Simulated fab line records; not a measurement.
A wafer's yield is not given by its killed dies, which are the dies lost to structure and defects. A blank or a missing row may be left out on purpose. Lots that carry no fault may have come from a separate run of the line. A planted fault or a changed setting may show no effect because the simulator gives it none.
Which tool is to blame? + flow nandHarc + 12 lots, 36 wafers sampled, at 4 steps of a route of 1302

## WHAT EACH GAUGE READ, for each wafer
NHARC_P_STI_OVL_MEAS_10. Usual: overlayXNm -2 nm, standard deviation 6.3; overlayYNm 2 nm, standard deviation 5.6.
| lot  | measured     | on         | overlayXNm (nm) | overlayYNm (nm) | flag |
|------|--------------|------------|-----------------|-----------------|------|
| L951 | day 3 06:54  | overlay-01 | 9 10 10         | -3 -2 -3        |      |
| L952 | day 3 14:42  | overlay-01 | -10 -11 -10     | -1 -1 -1        |      |
| L954 | day 4 10:55  | overlay-02 | 12 12 12        | 3 3 3           |      |
| L959 | day 6 13:33  | overlay-02 | -8 -8 -8        | 2 2 2           |      |
| L963 | day 8 04:56  | overlay-01 | 1 1 0           | 3 3 3           |      |
| L964 | day 8 15:37  | overlay-02 | -6 -6 -6        | 7 7 8           |      |
| L965 | day 9 02:20  | overlay-01 | -3 -3 -3        | 1 1 0           |      |
| L968 | day 10 08:53 | overlay-02 | -6 -5 -6        | 6 6 6           |      |
| L969 | day 10 21:34 | overlay-02 | -7 -6 -7        | 7 7 7           |      |
| L971 | day 11 13:14 | overlay-02 | 1 1 1           | 1 0 0           |      |
| L972 | day 12 00:33 | overlay-01 | 10 9 10         | 5 5 5           |      |
| L973 | day 12 08:57 | overlay-01 | 3 2 3           | 13 12 12        |      |

NHARC_P_GATE_CD_MEAS_26: target cd 120 nm. Usual: cdNm reads 120.0 nm (standard deviation 0.94).
| lot  | measured     | on       | cdNm (nm)         | flag |
|------|--------------|----------|-------------------|------|
| L951 | day 5 06:14  | cdSem-03 | 120.5 120.4 121.0 |      |
| L952 | day 5 20:12  | cdSem-03 | 120.6 122.3 120.7 |      |
| L954 | day 6 19:58  | cdSem-02 | 120.5 121.6 121.3 |      |
| L959 | day 8 18:05  | cdSem-01 | 123.9 124.6 124.3 | OFF  |
| L963 | day 10 07:47 | cdSem-03 | 123.4 123.9 122.6 | OFF  |
| L964 | day 11 07:40 | cdSem-02 | 120.3 119.4 121.3 |      |
| L965 | day 11 08:26 | cdSem-02 | 119.9 118.8 119.9 |      |
| L968 | day 12 13:06 | cdSem-01 | 119.4 120.3 120.4 |      |
| L969 | day 12 23:35 | cdSem-02 | 120.8 119.0 118.8 |      |
| L971 | day 13 16:38 | cdSem-02 | 120.0 119.5 119.5 |      |
| L972 | day 14 01:30 | cdSem-02 | 119.7 119.2 119.8 |      |
| L973 | day 14 11:31 | cdSem-03 | 120.6 120.7 121.0 |      |

NHARC_P_GATE_OVL_MEAS_27. Usual: overlayXNm 0.0 nm, standard deviation 0.84; overlayYNm 0.0 nm, standard deviation 0.85.
| lot  | measured     | on         | overlayXNm (nm) | overlayYNm (nm) | flag |
|------|--------------|------------|-----------------|-----------------|------|
| L951 | day 5 06:19  | overlay-01 | 0.3 -0.1 -0.5   | 1.5 1.6 1.1     |      |
| L952 | day 5 20:17  | overlay-02 | -1.5 -1.6 -1.4  | 0.8 0.3 0.7     |      |
| L954 | day 6 20:03  | overlay-02 | -0.2 -0.7 -0.4  | 0.2 0.1 -0.2    |      |
| L959 | day 8 18:10  | overlay-02 | 0.8 0.9 0.8     | -0.6 -0.6 -0.1  |      |
| L963 | day 10 07:52 | overlay-01 | -1.4 -1.1 -0.9  | -0.6 -0.5 -1.0  |      |
| L964 | day 11 07:46 | overlay-01 | 0.9 0.6 0.6     | 0.7 0.4 0.5     |      |
| L965 | day 11 08:31 | overlay-01 | -1.0 -0.1 -0.6  | -1.7 -1.0 -1.3  |      |
| L968 | day 12 13:11 | overlay-01 | 0.0 0.6 0.9     | -1.9 -1.2 -1.3  |      |
| L969 | day 12 23:40 | overlay-01 | -0.2 0.2 -0.1   | 0.4 0.0 0.0     |      |
| L971 | day 13 16:44 | overlay-01 | 1.2 1.3 1.7     | 0.8 1.2 1.1     |      |
| L972 | day 14 01:35 | overlay-02 | 0.6 0.7 0.8     | 2.1 1.2 1.1     |      |
| L973 | day 14 11:36 | overlay-02 | -0.2 -0.2 0.1   | -0.4 -1.8 -1.2  |      |

## WHAT TOOL EACH LOT RAN ON (gives the tool, then ch and the chambers of the sampled wafers, and finally the start)
| lot  | NHARC_P_GATE_PEB_24              |
|------|----------------------------------|
| L951 | lithoTrack-04 ch 0, day 5 06:09  |
| L952 | lithoTrack-04 ch 0, day 5 20:07  |
| L954 | lithoTrack-01 ch 0, day 6 19:53  |
| L959 | lithoTrack-04 ch 0, day 8 18:01  |
| L963 | lithoTrack-04 ch 0, day 10 07:42 |
| L964 | lithoTrack-06 ch 0, day 11 07:35 |
| L965 | lithoTrack-06 ch 0, day 11 08:21 |
| L968 | lithoTrack-01 ch 0, day 12 13:01 |
| L969 | lithoTrack-06 ch 0, day 12 23:30 |
| L971 | lithoTrack-06 ch 0, day 13 16:34 |
| L972 | lithoTrack-06 ch 0, day 14 01:25 |
| L973 | lithoTrack-01 ch 0, day 14 11:26 |
- NHARC_P_GATE_PEB_24: peb time 65 s.

## WHAT THE TOOLS THEMSELVES READ (means of the sampled wafers that have a number; where no wafer has one, the mark that the record gives instead)
NHARC_P_GATE_PEB_24. Usual: chillPlateTempC 22.99 C, standard deviation 0.098; heaterPowerTotalW 156.6 W, standard deviation 0.41.
| lot  | tool          | chillPlateTempC (C) | heaterPowerTotalW (W) | flag |
|------|---------------|---------------------|-----------------------|------|
| L951 | lithoTrack-04 | 23.00               | 156.6                 |      |
| L952 | lithoTrack-04 | 23.08               | 156.8                 |      |
| L954 | lithoTrack-01 | 22.94               | 156.6                 |      |
| L959 | lithoTrack-04 | 22.95               | 164.5                 | OFF  |
| L963 | lithoTrack-04 | 23.09               | 164.6                 | OFF  |
| L964 | lithoTrack-06 | 22.90               | 156.9                 |      |
| L965 | lithoTrack-06 | 23.12               | 156.8                 |      |
| L968 | lithoTrack-01 | 23.06               | 156.5                 |      |
| L969 | lithoTrack-06 | 22.85               | 156.5                 |      |
| L971 | lithoTrack-06 | 22.93               | 156.8                 |      |
| L972 | lithoTrack-06 | 23.10               | 156.6                 |      |
| L973 | lithoTrack-01 | 23.12               | 156.4                 |      |

## THE ANSWER, worked out from the rows above alone
Rule: a lot counts as off when the mean over its wafers that have a number is more than 3 standard deviations away from the usual mean. Also off: a lot with no number at a reading for which 4 or more lots have one. Any other lot the step has rows for is counted as sound. First the gauges in route order, then the tools' own readings, where a lot's mean is used as printed above. At the first step where some lot is off, the reading lying furthest off is the one used; lots without a number count as furthest.
Off at NHARC_P_GATE_CD_MEAS_26 (cdNm): L959, L963.
A tool fits if, at a process step before that reading, it ran every lot that is off, and no sound lot after the first of them. The gauges at NHARC_P_GATE_CD_MEAS_26 aren't tried: what is off there is off at NHARC_P_GATE_PEB_24 too, on other tools, and a gauge's error can't cause that. One candidate fits, namely lithoTrack-04 at NHARC_P_GATE_PEB_24. A fault onset in the window from L952 (day 5 20:07, its last sound lot) to L959 (day 8 18:01, its first lot off) fits.
On the lots that are off, the tool's own readings at NHARC_P_GATE_PEB_24 differ by more than 5 times the standard deviation of the sound lots' means, which bears it out; heaterPowerTotalW reads 164.6 W there versus 156.7 W on the sound lots.

## WHAT THE SIMULATOR HAD PUT IN
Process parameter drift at NHARC_P_GATE_PEB_24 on lithoTrack-04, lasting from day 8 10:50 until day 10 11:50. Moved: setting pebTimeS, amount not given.
Lots struck among those shown: L959, L963. The rule above found the same.
